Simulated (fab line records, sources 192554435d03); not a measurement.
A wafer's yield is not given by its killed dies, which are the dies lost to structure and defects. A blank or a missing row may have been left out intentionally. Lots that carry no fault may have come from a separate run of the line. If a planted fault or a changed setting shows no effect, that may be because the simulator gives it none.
Matching of chambers | flow n5 finfet | cvd co-01 running N5_BEOL_M3_CO_CAP_55: 3 sister chambers
The step material Co, precursor CCTBA/H2, target thk 2 nm, time 102.1 s. 3 wafers are shown with their chamber, then 9 later ones without.

WAFERS PAIRED WITH THEIR CHAMBERS
wafer  | chamber | heater power w (W)
L651.3 | 1       | 222
L653.2 | 2       | 248
L653.4 | 0       | 226

WAFERS WITHOUT THEIR CHAMBER
wafer  | heater power w (W)
L657.2 | 252
L657.3 | 220
L657.6 | 254
L658.1 | 216
L658.3 | 245
L658.4 | 222
L659.3 | 225
L659.5 | 220
L659.6 | 229

WHICH CHAMBER EACH WENT THROUGH
wafer  | from the rows above     | in truth
L657.2 | 2                       | 2
L657.3 | can't be placed: 1 or 0 | 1
L657.6 | 2                       | 2
L658.1 | can't be placed: 1 or 0 | 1
L658.3 | 2                       | 2
L658.4 | can't be placed: 1 or 0 | 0
L659.3 | can't be placed: 0 or 1 | 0
L659.5 | can't be placed: 1 or 0 | 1
L659.6 | can't be placed: 0 or 1 | 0
Correct placement for 3 of the 9. From these rows, 6 cannot be placed; in 6 the true chamber is one of the candidates. Number placed wrongly: 0.
How it was worked out, from the rows above alone: a wafer's distance from a chamber is the root of the sum, over the readings, of the square of ((its reading less the chamber's mean) divided by the reading's scatter). If the next closest chamber is less than 2 further off than the closest, the wafer can't be placed; otherwise it belongs to the closest. For every chamber, the mean is computed from those of its wafers that are shown. The scatter: with one shown wafer a chamber, the root of the mean of the squares of how far each hidden wafer lies from its nearest shown one.
